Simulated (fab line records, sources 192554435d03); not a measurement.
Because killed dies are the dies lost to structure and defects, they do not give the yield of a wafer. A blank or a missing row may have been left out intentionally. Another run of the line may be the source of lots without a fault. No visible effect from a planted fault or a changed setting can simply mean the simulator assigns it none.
fab line records	flow n5-finfet
record lots=7	wafers=21
route steps=1938 shown BEOL_M10@1512 BEOL_M12@1639 BEOL_M13@1705 BEOL_M14@1762 BEOL_M15@1773 PAD_METAL@1895
start-h: hours from the record's first day to the start of the lot's first wafer shown	wait-h: hours elapsed since this lot's preceding step	" the same as in the row above	L1.1+2: several wafers, shown together as one row	- either no value or no given start	* or withheld: withheld	< > ~ a bound
route shown NAME@n: NAME is a module with steps in the file, n the number in the route of the first one	usual: average and standard deviation across the fault-free wafers	same: alike in all rows	chamber/n: place in a boat	sites: each site's reading	_std_site: how widely they spread, as a standard deviation	_edge_site: mean of outer sites minus mean of inner sites	radius-mm: for every site, how far away it sits from the centre of the wafer	mask NAME#n: copy n	behind: tool/chamber where the wafer was last shaped	hold: cause of the lot's hold/its duration in hours/its outcome	device: the transistor (n, p or np) that didn't switch	end of line: the same wafers' tests at the end of the route	a step with no rows: only its recipe	killed: dies lost to structure and defects at the first sort, not the wafer's yield	map: dies across one wafer; x = killed, . = not, _ = none there
set.NAME: the setting that was run; set.NAME@STEP: the one run at that earlier step	model.NAME: the simulator's own value behind a step, which no gauge read
lots with deliberately changed settings; one table per step, one row per wafer
## steps
# step N5_BEOL_M10_TRENCH_ETCH_37
# recipe chemistry=C4F6/O2	target-depth-a=1488.3	target=SiCOH_lowk	time-s=48	ion-energy-ev=250	pressure-mtorr=30	source-w=345	bias-w=185	Ar_flow_sccm=300	C4F6_flow_sccm=10	O2_flow_sccm=10
# usual rf-vpp-V=664/12
lot.wafer	tool	chamber	start-h	wait-h	set.bias-w	rf-vpp-V
L075.2	rie-diel-02	2	-	-	156.1	578
L075.5	"	3	"	"	185	655
L075.6	"	0	"	"	185	675
L081.1	rie-diel-02	3	-	-	217.9	744
L081.2	"	0	"	"	217.9	767
L081.5	"	0	"	"	185	673
L086.2	rie-diel-03	1	-	-	185	664
L086.3	"	3	"	"	185	678
L086.6	"	2	"	"	185	641
L084.2	rie-diel-03	3	-	-	185	678
L084.3	"	1	"	"	185	664
L084.6	"	0	"	"	185	659
L091.2	rie-diel-02	0	-	-	207.9	738
L091.3	"	3	"	"	207.9	717
L091.5	"	0	"	"	207.9	738
L090.2	rie-diel-02	1	-	-	185	656
L090.5	"	0	"	"	215.7	761
L090.6	"	1	"	"	185	659
L097.1	rie-diel-03	3	-	-	185	678
L097.2	"	2	"	"	185	653
L097.4	"	2	"	"	185	653
# step N5_BEOL_M12_TRENCH_ETCH_34
# recipe chemistry=C4F8/O2/Ar	target=SiOC	target-depth-a=3189.5	mask-material=SOC	pressure-mtorr=30	source-w=3000	bias-w=700	Ar_flow_sccm=400	C4F8_flow_sccm=15	O2_flow_sccm=8	he-inner-torr=15	he-outer-torr=30	time-s=125.5	ion-energy-ev=250
lot.wafer	tool	chamber	start-h	wait-h	set.time-s	model.etch.depth-nm
L075.2	rie-diel-02	0	305.55	0.0	125.5	322.8
L075.5	"	0	"	"	112.6	291.6
L075.6	"	1	"	"	125.5	321.4
L081.1	rie-diel-06	3	315.74	0.0	99.67	254
L081.2	"	1	"	"	99.67	250.3
L081.5	"	2	"	"	125.5	320.6
L086.2	rie-diel-06	0	347.71	0.0	125.5	318.3
L086.3	"	2	"	"	125.5	321.7
L086.6	"	0	"	"	125.5	317.3
L084.2	rie-diel-06	3	354.32	0.0	125.5	325.6
L084.3	"	2	"	"	125.5	324.8
L084.6	"	0	"	"	125.5	322.5
L091.2	rie-diel-06	2	375.60	0.0	125.5	318.6
L091.3+5	"	3,1	"	"	147.2	374.5
L090.2	rie-diel-02	1	382.10	0.0	125.5	327.4
L090.5	"	0	"	"	125.5	327.6
L090.6	"	2	"	"	125.5	325.5
L097.1	rie-diel-02	0	442.38	0.0	151.7	383.4
L097.2	"	1	"	"	125.5	318.4
L097.4	"	2	"	"	125.5	318.3
# step N5_BEOL_M12_STRIP_70
# recipe chemistry=C4F8/O2/Ar	resist=SiARC	rf-frequency-hz=6e+07
# step N5_BEOL_M12_OCD_MEAS_35
# usual trench-depth-nm=320/4.5
lot.wafer	tool	chamber	start-h	wait-h	set.time-s@BEOL_M12_TRENCH_ETCH_34	trench-depth-nm
L075.2	ocd-01	-	305.70	0.0	125.5	322
L075.5	"	-	"	"	112.6	291
L075.6	"	-	"	"	125.5	321
L081.1	ocd-01	-	315.90	0.0	99.67	254
L081.2	"	-	"	"	99.67	250
L081.5	"	-	"	"	125.5	321
L086.2	ocd-02	-	347.87	0.0	125.5	318
L086.3	"	-	"	"	125.5	322
L086.6	"	-	"	"	125.5	317
L084.2	ocd-01	-	354.47	0.0	125.5	326
L084.3	"	-	"	"	125.5	325
L084.6	"	-	"	"	125.5	323
L091.2	ocd-01	-	375.75	0.0	125.5	319
L091.3	"	-	"	"	147.2	375
L091.5	"	-	"	"	147.2	375
L090.2	ocd-01	-	382.25	0.0	125.5	327
L090.5	"	-	"	"	125.5	327
L090.6	"	-	"	"	125.5	325
L097.1	ocd-02	-	442.53	0.0	151.7	383
L097.2	"	-	"	"	125.5	318
L097.4	"	-	"	"	125.5	318
# step N5_BEOL_M12_ETCH_38
# recipe chemistry=CF4/N2	target=SiCN	target-depth-a=687	taper-deg=2	time-s=73.4	ion-energy-ev=150	mask-material=SiO2	pressure-mtorr=40	source-w=430	bias-w=70	Ar_flow_sccm=100	cf4-flow-sccm=60	n2-flow-sccm=60
lot.wafer	tool	chamber	start-h	wait-h	set.time-s	model.etch.depth-nm
L075.2	rie-diel-02	0	316.25	-	73.4	59.41
L075.5	"	0	"	"	73.4	59.72
L075.6	"	3	"	"	73.4	58.26
L081.1	rie-diel-02	1	316.79	-	83.72	67.49
L081.2	"	0	"	"	83.72	69.22
L081.5	"	2	"	"	83.72	69.94
L086.2	rie-diel-02	2	350.00	-	73.4	61.09
L086.3	"	0	"	"	73.4	59.64
L086.6	"	0	"	"	73.4	60.01
L084.2	rie-diel-02	3	354.71	-	73.4	58.36
L084.3	"	2	"	"	80.57	67.56
L084.6	"	3	"	"	80.57	64.75
L091.2	rie-diel-06	3	378.08	-	73.4	57.79
L091.3	"	2	"	"	73.4	59.41
L091.5	"	3	"	"	73.4	57.94
L090.2	rie-diel-06	1	388.00	-	82.7	67.57
L090.5	"	3	"	"	73.4	58.34
L090.6	"	1	"	"	82.7	67.54
L097.1	rie-diel-03	2	447.07	-	82.79	67.65
L097.2	"	3	"	"	73.4	58.75
L097.4	"	1	"	"	82.79	70.21
# step N5_BEOL_M12_PRECLEAN_39
# recipe chemistry=residue-remover	time-s=60	temp-c=40
# step N5_BEOL_M12_SRD_40
# recipe time-s=30	temp-c=23	rinse-liquid=diw	dry=n2-spin	spin-rpm=1500	dry-time-s=30
# step N5_BEOL_M12_ECD_47
# recipe material=Cu	target-thk-a=7200
# step N5_BEOL_M12_ANNEAL_48
# recipe temp-c=225	time-s=90	ambient=N2
# step N5_BEOL_M12_CMP_49
# recipe stop-on=SiOC	t-overpolish-s=20.6	down-force-psi=1	platen-rpm=50	clearing-platen-down-force-psi=1.5	clearing-platen-rpm=50	post-cmp-clean=cu-alkaline	target-thk-nm=320	clearing-platen-pad-velocity-m-s=0.99484	pad-velocity-m-s=0.99484
lot.wafer	tool	chamber	start-h	wait-h	set.time-s@BEOL_M12_TRENCH_ETCH_34	model.Cu_of_BEOL_M12_ECD_47.thk-nm
L075.2	cmp-03	1	318.02	0.2	125.5	324
L075.6	"	0	"	"	125.5	322
L075.5	"	1	"	"	112.6	293.2
L081.1	cmp-02	3	318.58	0.3	99.67	256.4
L081.2	"	0	"	"	99.67	251.4
L081.5	"	2	"	"	125.5	322.2
L086.2	cmp-04	0	351.53	0.2	125.5	319.4
L086.3	"	3	"	"	125.5	322.8
L086.6	"	1	"	"	125.5	317.4
L084.3	cmp-02	1	356.07	0.2	125.5	327.6
L084.2	"	3	"	"	125.5	327.8
L084.6	"	2	"	"	125.5	324.2
L091.3	cmp-04	0	379.30	0.2	147.2	374.6
L091.2	"	1	"	"	125.5	318.6
L091.5	"	3	"	"	147.2	375
L090.2	cmp-03	2	389.31	0.3	125.5	329.6
L090.5	"	3	"	"	125.5	330.4
L090.6	"	0	"	"	125.5	327.8
L097.2	cmp-03	1	448.13	0.2	125.5	320.2
L097.1	"	2	"	"	151.7	385
L097.4	"	0	"	"	125.5	319.4
# step N5_BEOL_M12_THK_MEAS_50
# recipe thk-meas-gauge=xrf	reads=Cu_of_BEOL_M12_ECD_47
# usual M12_THK=319/5.5
lot.wafer	tool	chamber	start-h	wait-h	set.time-s@BEOL_M12_TRENCH_ETCH_34	M12_THK[nm]
L075.2	film-metro-01	-	318.28	-	125.5	321
L075.5	"	-	"	"	112.6	289
L075.6	"	-	"	"	125.5	320
L081.1	film-metro-02	-	318.84	-	99.67	254
L081.2	"	-	"	"	99.67	248
L081.5	"	-	"	"	125.5	319
L086.2	film-metro-01	-	351.82	-	125.5	312
L086.3	"	-	"	"	125.5	316
L086.6	"	-	"	"	125.5	311
L084.2	film-metro-02	-	356.36	-	125.5	330
L084.3	"	-	"	"	125.5	326
L084.6	"	-	"	"	125.5	324
L091.2	film-metro-01	-	379.52	-	125.5	317
L091.3	"	-	"	"	147.2	374
L091.5	"	-	"	"	147.2	372
L090.2	film-metro-02	-	389.50	0.1	125.5	329
L090.5	"	-	"	"	125.5	331
L090.6	"	-	"	"	125.5	326
L097.1	film-metro-01	-	448.42	-	151.7	383
L097.2	"	-	"	"	125.5	318
L097.4	"	-	"	"	125.5	316
# step N5_BEOL_M12_PRE_CLEAN_52
# recipe gas=NH3	time-s=15	temp-c=withheld	rf-power-w=300
# step N5_BEOL_M12_DEP_53
# recipe material=SiCN	target-thk-a=300	temp-c=withheld	precursor=3MS/NH3	pressure-torr=3	rf-w=675	time-s=10.5
# step N5_BEOL_M12_RS_MEAS_54
# recipe thk-meas-gauge=four-point-probe	reads=Cu_of_BEOL_M12_ECD_47+Ta_of_BEOL_M12_SPUTTER_44+TaN_of_BEOL_M12_SPUTTER_43
# usual M12_RS=0.0596/0.00092
lot.wafer	tool	chamber	start-h	wait-h	set.time-s@BEOL_M12_TRENCH_ETCH_34	M12_RS[ohm/sq]
L075.2	film-metro-02	-	318.43	0.1	125.5	0.0591
L075.5	"	-	"	"	112.6	0.0657
L075.6	"	-	"	"	125.5	0.0595
L081.1	film-metro-01	-	318.96	0.0	99.67	0.0756
L081.2	"	-	"	"	99.67	0.0773
L081.5	"	-	"	"	125.5	0.0595
L086.2	film-metro-02	-	351.95	0.0	125.5	0.0601
L086.3	"	-	"	"	125.5	0.0594
L086.6	"	-	"	"	125.5	0.0604
L084.2	film-metro-02	-	356.49	0.0	125.5	0.0586
L084.3	"	-	"	"	125.5	0.0585
L084.6	"	-	"	"	125.5	0.0592
L091.2	film-metro-02	-	379.64	0.0	125.5	0.0604
L091.3	"	-	"	"	147.2	0.0509
L091.5	"	-	"	"	147.2	0.0508
L090.2	film-metro-01	-	389.63	0.0	125.5	0.0583
L090.5	"	-	"	"	125.5	0.0579
L090.6	"	-	"	"	125.5	0.0585
L097.1	film-metro-02	-	448.55	0.0	151.7	0.0495
L097.2	"	-	"	"	125.5	0.0600
L097.4	"	-	"	"	125.5	0.0602
# step N5_BEOL_M13_SPUTTER_43
# recipe material=TaN	target-thk-a=150	temp-c=50	bias-v=168.6	power-w=15000	chamber-pressure-pa=0.12	time-s=24.19
lot.wafer	tool	chamber	start-h	wait-h	set.time-s	model.TaN_of_BEOL_M13_SPUTTER_43.thk-nm
L075.2+6	pvd-sputter-01	-	325.62	0.0	24.19	14.8
L075.5	"	-	"	"	24.19	15
L081.1+2	pvd-sputter-01	-	328.12	0.0	24.19	15
L081.5	"	-	"	"	21.01	13
L086.2+3+6	pvd-sputter-02	-	354.95	0.0	24.19	14.8
L084.2+3	pvd-sputter-01	-	361.07	0.0	24.19	15
L084.6	"	-	"	"	21.15	13.2
L091.2+5	pvd-sputter-01	-	384.80	0.0	24.19	15
L091.3	"	-	"	"	26.1	16
L090.2	pvd-sputter-01	-	396.56	0.0	25.12	15.6
L090.5	"	-	"	"	25.12	15.8
L090.6	"	-	"	"	24.19	15.2
L097.1	pvd-sputter-01	-	451.78	0.0	21.92	13.2
L097.2+4	"	-	"	"	24.19	14.6
# step N5_BEOL_M14_SPUTTER_43
# recipe material=TaN	target-thk-a=150	temp-c=50	bias-v=168.6	power-w=15000	chamber-pressure-pa=0.12	time-s=24.19
lot.wafer	tool	chamber	start-h	wait-h	set.power-w	model.TaN_of_BEOL_M14_SPUTTER_43.thk-nm
L075.2	pvd-sputter-03	-	335.66	0.0	15690	15.6
L075.5	"	-	"	"	15000	15.2
L075.6	"	-	"	"	15000	15
L081.1	pvd-sputter-03	-	337.08	0.0	15000	15.2
L081.2	"	-	"	"	15000	15
L081.5	"	-	"	"	15000	15.4
L086.2+6	pvd-sputter-01	-	361.67	0.0	15000	14.8
L086.3	"	-	"	"	15000	15.2
L084.2	pvd-sputter-02	-	366.94	0.0	15000	15.2
L084.3+6	"	-	"	"	13300	13.6
L091.2	pvd-sputter-03	-	391.13	0.0	15000	15
L091.3	"	-	"	"	12530	12.8
L091.5	"	-	"	"	15000	15.2
L090.2+5	pvd-sputter-02	-	403.02	0.0	15000	15.4
L090.6	"	-	"	"	13650	14
L097.1	pvd-sputter-01	-	456.61	0.0	15000	15
L097.2	"	-	"	"	15000	15.4
L097.4	"	-	"	"	15790	15.8
# step N5_BEOL_M15_ILD_DEP_00
# recipe material=SiO2	target-thk-a=16293	temp-c=400	precursor=TEOS/O2	pressure-torr=6.5	rf-w=900	teos-flow-sccm=161.4	gas=O2	flow-sccm=2650	time-s=346.1
lot.wafer	tool	chamber	start-h	wait-h	set.temp-c	model.SiO2_of_BEOL_M15_ILD_DEP_00.thk-nm
L075.2	pecvd-04	1	336.92	0.0	400	1606
L075.5	"	1	"	"	400	1616
L075.6	"	2	"	"	400	1650
L081.1	pecvd-03	1	338.36	0.0	400	1610
L081.2	"	0	"	"	400	1583
L081.5	"	1	"	"	400	1626
L086.2	pecvd-01	1	362.95	0.0	400	1595
L086.3	"	0	"	"	400	1639
L086.6	"	1	"	"	400	1636
L084.2	pecvd-04	0	368.25	0.0	400	1612
L084.3	"	2	"	"	392.6	1697
L084.6	"	0	"	"	392.6	1725
L091.2	pecvd-01	2	392.41	0.0	395.7	1687
L091.3	"	0	"	"	400	1623
L091.5	"	0	"	"	400	1645
L090.2	pecvd-04	2	404.31	0.0	407.4	1517
L090.5	"	2	"	"	400	1626
L090.6	"	1	"	"	400	1595
L097.1	pecvd-01	0	457.89	0.0	400	1613
L097.2	"	2	"	"	396.7	1640
L097.4	"	2	"	"	400	1639
# step N5_BEOL_M15_THK_MEAS_01
# recipe reads=SiO2_of_BEOL_M15_ILD_DEP_00
# usual M15_ILD_THK=1616/22
lot.wafer	tool	chamber	start-h	wait-h	set.temp-c@BEOL_M15_ILD_DEP_00	M15_ILD_THK[nm]
L075.2	film-metro-02	-	337.27	0.3	400	1607
L075.5	"	-	"	"	400	1617
L075.6	"	-	"	"	400	1649
L081.1	film-metro-02	-	338.61	0.1	400	1610
L081.2	"	-	"	"	400	1584
L081.5	"	-	"	"	400	1626
L086.2	film-metro-01	-	363.20	0.1	400	1594
L086.3	"	-	"	"	400	1638
L086.6	"	-	"	"	400	1635
L084.2	film-metro-01	-	368.50	0.1	400	1612
L084.3	"	-	"	"	392.6	1698
L084.6	"	-	"	"	392.6	1725
L091.2	film-metro-02	-	392.66	0.1	395.7	1688
L091.3	"	-	"	"	400	1622
L091.5	"	-	"	"	400	1645
L090.2	film-metro-02	-	404.56	0.1	407.4	1517
L090.5	"	-	"	"	400	1626
L090.6	"	-	"	"	400	1597
L097.1	film-metro-02	-	458.14	0.1	400	1615
L097.2	"	-	"	"	396.7	1640
L097.4	"	-	"	"	400	1638
# step N5_BEOL_M15_COAT_04
# recipe spin-rpm=1704	resist-thk-nm=800
lot.wafer	tool	chamber	start-h	wait-h	set.spin-rpm	model.coat_of_BEOL_M15_COAT_04.thk-nm
L075.2	litho-track-03	0	-	-	1704	797.4
L075.5	"	0	"	"	1704	797.8
L075.6	"	0	"	"	1867	759.8
L081.1	litho-track-02	0	-	-	1704	802
L081.2	"	0	"	"	1704	801.4
L081.5	"	0	"	"	1704	799
L086.2	litho-track-03	0	-	-	1704	798.6
L086.3	"	0	"	"	1704	797.8
L086.6	"	0	"	"	1704	799.8
L084.2	litho-track-02	0	-	-	1646	811.2
L084.3	"	0	"	"	1704	797.2
L084.6	"	0	"	"	1646	808.2
L091.2	litho-track-02	0	-	-	1846	767.2
L091.3	"	0	"	"	1704	799.4
L091.5	"	0	"	"	1846	769.6
L090.2	litho-track-02	0	-	-	1643	814
L090.5	"	0	"	"	1704	801.4
L090.6	"	0	"	"	1643	816.2
L097.1	litho-track-02	0	-	-	1704	798.8
L097.2	"	0	"	"	1704	798.2
L097.4	"	0	"	"	1704	799.8
# step N5_BEOL_M15_EBR_06
# recipe solvent=PGMEA	ebr-width-mm=1.5
# step N5_BEOL_M15_SOFTBAKE_05
# recipe temp-c=130	time-s=60
# step N5_BEOL_M15_DESCUM_15
# recipe chemistry=O2	time-s=7.9	source-power-w=50	bias-power-w=20	pressure-mtorr=20	rf-frequency-hz=2.712e+07	temp-c=40	o2-flow-sccm=225
# step N5_BEOL_M15_ETCH_59
# recipe chemistry=N2/H2	target=BARC	target-depth-a=890	overetch-a=267	time-s=67.9	ion-energy-ev=200	pressure-mtorr=30	source-w=840	bias-w=150	n2-flow-sccm=200	h2-flow-sccm=200
lot.wafer	tool	chamber	start-h	wait-h	set.spin-rpm@BEOL_M15_COAT_04	model.coat_of_BEOL_M15_COAT_04.thk-nm
L075.2	rie-diel-05	0	337.89	0.0	1704	715.6
L075.5	"	1	"	"	1704	713.6
L075.6	"	2	"	"	1867	676
L081.1	rie-diel-04	3	339.16	0.0	1704	717.4
L081.2	"	0	"	"	1704	720.2
L081.5	"	2	"	"	1704	716.6
L086.2	rie-diel-05	1	363.75	0.0	1704	715.4
L086.3	"	2	"	"	1704	714.4
L086.6	"	1	"	"	1704	716.4
L084.2	rie-diel-05	3	369.73	0.0	1646	727.6
L084.3	"	1	"	"	1704	713.2
L084.6	"	1	"	"	1646	723.8
L091.2	rie-diel-05	0	393.09	0.0	1846	682.4
L091.3	"	1	"	"	1704	715.8
L091.5	"	0	"	"	1846	684.8
L090.2	rie-diel-05	1	404.99	0.0	1643	730.6
L090.5	"	0	"	"	1704	715.8
L090.6	"	3	"	"	1643	733.4
L097.1	rie-diel-04	3	458.69	0.0	1704	713.8
L097.2	"	2	"	"	1704	716.4
L097.4	"	0	"	"	1704	718.6
# step N5_BEOL_M15_VIA_ETCH_16
# recipe chemistry=C4F8/O2/Ar	target=SiO2	he-inner-torr=15	he-outer-torr=30	target-depth-a=17922	time-s=withheld	ion-energy-ev=800	pressure-mtorr=20	source-w=1905	bias-w=2040	Ar_flow_sccm=400	C4F8_flow_sccm=16	O2_flow_sccm=12	ends=cleared
lot.wafer	tool	chamber	start-h	wait-h	set.temp-c@BEOL_M15_ILD_DEP_00	model.etch.depth-nm
L075.2	rie-diel-05	0	337.94	0.0	400	1606
L075.5	"	1	"	"	400	1616
L075.6	"	2	"	"	400	1650
L081.1	rie-diel-04	3	339.21	0.0	400	1610
L081.2	"	0	"	"	400	1583
L081.5	"	2	"	"	400	1626
L086.2	rie-diel-05	1	363.81	0.0	400	1595
L086.3	"	2	"	"	400	1639
L086.6	"	1	"	"	400	1636
L084.2	rie-diel-05	3	369.78	0.0	400	1612
L084.3	"	1	"	"	392.6	1697
L084.6	"	1	"	"	392.6	1725
L091.2	rie-diel-05	0	393.14	0.0	395.7	1687
L091.3	"	1	"	"	400	1623
L091.5	"	0	"	"	400	1645
L090.2	rie-diel-05	1	405.04	0.0	407.4	1517
L090.5	"	0	"	"	400	1626
L090.6	"	3	"	"	400	1595
L097.1	rie-diel-04	3	458.74	0.0	400	1613
L097.2	"	2	"	"	396.7	1640
L097.4	"	0	"	"	400	1639
# step N5_PASSIVATION_SPUTTER_20
# recipe material=TaN	target-thk-a=500	temp-c=25	chamber-pressure-pa=0.4
lot.wafer	tool	chamber	start-h	wait-h	set.target-thk-a	model.TaN_of_PASSIVATION_SPUTTER_20.thk-nm
L075.2+5	pvd-sputter-03	-	350.23	0.0	516.9	52
L075.6	"	-	"	"	500	50.4
L081.1	pvd-sputter-03	-	354.06	0.0	500	50.2
L081.2	"	-	"	"	560.4	56.6
L081.5	"	-	"	"	560.4	56.2
L086.2+3	pvd-sputter-01	-	375.49	0.0	500	50
L086.6	"	-	"	"	500	49.8
L084.2+3	pvd-sputter-03	-	384.34	0.0	500	49.6
L084.6	"	-	"	"	475.2	46.8
L091.2	pvd-sputter-01	-	408.61	0.0	500	49.2
L091.3	"	-	"	"	445.4	43.6
L091.5	"	-	"	"	445.4	43.8
L090.2	pvd-sputter-02	-	416.45	0.0	500	50.4
L090.5	"	-	"	"	500	50.6
L090.6	"	-	"	"	449.5	45
L097.1+4	pvd-sputter-02	-	470.06	0.0	500	50.8
L097.2	"	-	"	"	500	50.6
## key
split step=N5_BEOL_M10_TRENCH_ETCH_37	setting=bias-w	stated=185	by=wafer
response step=N5_BEOL_M10_TRENCH_ETCH_37	reading=rf-vpp-V	change=+5.44	per=1%	r=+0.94
split step=N5_BEOL_M12_TRENCH_ETCH_34	setting=time-s	stated=125.5	by=wafer
response step=N5_BEOL_M12_TRENCH_ETCH_34	reading=model.etch.depth-nm	change=+3.2	per=1%	r=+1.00
response step=N5_BEOL_M12_OCD_MEAS_35	reading=trench-depth-nm	change=+3.2	per=1%	r=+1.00
response step=N5_BEOL_M12_CMP_49	reading=model.Cu_of_BEOL_M12_ECD_47.thk-nm	change=+3.2	per=1%	r=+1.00
response step=N5_BEOL_M12_THK_MEAS_50	reading=M12_THK	change=+3.21	per=1%	r=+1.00
response step=N5_BEOL_M12_RS_MEAS_54	reading=M12_RS	change=-0.000633	per=1%	r=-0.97
split step=N5_BEOL_M12_ETCH_38	setting=time-s	stated=73.4	by=wafer
response step=N5_BEOL_M12_ETCH_38	reading=model.etch.depth-nm	change=+0.77	per=1%	r=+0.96
split step=N5_BEOL_M13_SPUTTER_43	setting=time-s	stated=24.19	by=wafer
response step=N5_BEOL_M13_SPUTTER_43	reading=model.TaN_of_BEOL_M13_SPUTTER_43.thk-nm	change=+0.145	per=1%	r=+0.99
split step=N5_BEOL_M14_SPUTTER_43	setting=power-w	stated=15000	by=wafer
response step=N5_BEOL_M14_SPUTTER_43	reading=model.TaN_of_BEOL_M14_SPUTTER_43.thk-nm	change=+0.14	per=1%	r=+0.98
split step=N5_BEOL_M15_ILD_DEP_00	setting=temp-c	stated=400	by=wafer
response step=N5_BEOL_M15_ILD_DEP_00	reading=model.SiO2_of_BEOL_M15_ILD_DEP_00.thk-nm	change=-48.9	per=1%	r=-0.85
response step=N5_BEOL_M15_THK_MEAS_01	reading=M15_ILD_THK	change=-49.2	per=1%	r=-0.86
response step=N5_BEOL_M15_VIA_ETCH_16	reading=model.etch.depth-nm	change=-48.9	per=1%	r=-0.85
split step=N5_BEOL_M15_COAT_04	setting=spin-rpm	stated=1704	by=wafer
response step=N5_BEOL_M15_COAT_04	reading=model.coat_of_BEOL_M15_COAT_04.thk-nm	change=-3.84	per=1%	r=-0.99
response step=N5_BEOL_M15_ETCH_59	reading=model.coat_of_BEOL_M15_COAT_04.thk-nm	change=-3.98	per=1%	r=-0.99
split step=N5_PASSIVATION_SPUTTER_20	setting=target-thk-a	stated=500	by=wafer
response step=N5_PASSIVATION_SPUTTER_20	reading=model.TaN_of_PASSIVATION_SPUTTER_20.thk-nm	change=+0.52	per=1%	r=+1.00
